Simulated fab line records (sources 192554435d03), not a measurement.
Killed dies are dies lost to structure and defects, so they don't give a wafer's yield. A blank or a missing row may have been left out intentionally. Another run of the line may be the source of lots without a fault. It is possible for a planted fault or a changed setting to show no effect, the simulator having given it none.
Problem report in the 8D (eight disciplines) form, filled by code || flow n5_finfet || the parts of the form that need people (team, actions taken, sign-off) are left out

1. WHAT IS WRONG
cd_nm at N5_PASSIVATION_CD_MEAS_10 reads a mean of 3010.5 nm on 3 wafers of 3 lots; wafers without a fault read 3000.3 nm with a standard deviation of 1.8. That is +5.6 standard deviations from the usual mean.
The step: target cd 3000 nm.
Seen first at day 14 00:23 on cd_sem-03, wafer L910.3. At this step, 34 wafers from 13 lots have a number in the record. By rule, "out" or "out of limits" means more than 4 standard deviations away from the usual mean. Any other wafer with a number is counted as sound.

2. WHAT IT IS; WHAT IT IS NOT
{"question": "which readings at this step", "is": "cd_nm", "is not": "-"}
{"question": "which lots", "is": "L910, L912, L914", "is not": "L906, L907, L908, L909, L911, L923, L924, L927, L928, L929"}
{"question": "which wafers of those lots", "is": "L910.3, L912.5, L914.5", "is not": "L910.1, L910.6, L912.4, L914.2"}
{"question": "read on which gauges", "is": "cd_sem-01, cd_sem-02, cd_sem-03", "is not": "-"}
{"question": "when", "is": "from day 14 00:23", "is not": "up to then (17 sound wafers); but 14 sound wafers of L912, L914, L923, L924, L927, L928, L929 came after"}

3. SUSPECTS, AND WHAT RULES EACH OUT
Counting: if a tool at a process step up to the reading ran every lot that is out, it stays a suspect. Sound lots after the first of them don't rule it out here, since some wafers of a struck lot are sound.
- the gauge at N5_PASSIVATION_CD_MEAS_10 has been ruled out. Those wafers that are out were read across 3 gauges (cd_sem-01, cd_sem-02, cd_sem-03).
- krf_scanner-01 at N5_PASSIVATION_EXPOSE_07 (exposes mask TV, defocus 0 nm, target cd 3000 nm): kept. It processed each lot that is out (first: L910, day 14 00:12); up to then, its last sound lot is L908 (day 13 23:33).
Remaining after the count: krf_scanner-01 at N5_PASSIVATION_EXPOSE_07.

4. THE CAUSE (what the simulator had put in)
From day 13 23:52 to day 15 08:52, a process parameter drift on krf_scanner-01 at N5_PASSIVATION_EXPOSE_07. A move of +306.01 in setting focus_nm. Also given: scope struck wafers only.
This tool alone remained once counting was done.

5. THE EFFECT CHAIN, in route order
Each row: a reading whose mean over the struck wafers that have a number lies more than 3 standard deviations from the usual. Scope: only readings with a usual standard deviation given in the record; hours: median across lots of the time from each lot's start at the first step in this table that gives one to its start at this step; sigmas: change in usual standard deviations.
{"hours": 0, "step": "N5_PASSIVATION_CD_MEAS_10", "reading": "cd_nm", "usual": "3000.3 nm", "on struck wafers": 3010.5, "change": "+10.2", "sigmas": "+5.6"}

6. WHAT WOULD HAVE CAUGHT IT SOONER
In this record the first reading out of limits at a measuring or inspecting step was taken at day 14 00:23, 1 hour after the fault began at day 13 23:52.
Among the 3 lots that are out, L912, L914 began N5_PASSIVATION_EXPOSE_07 on krf_scanner-01 after day 14 00:23. A hold on the tool at that time would have spared those 2.
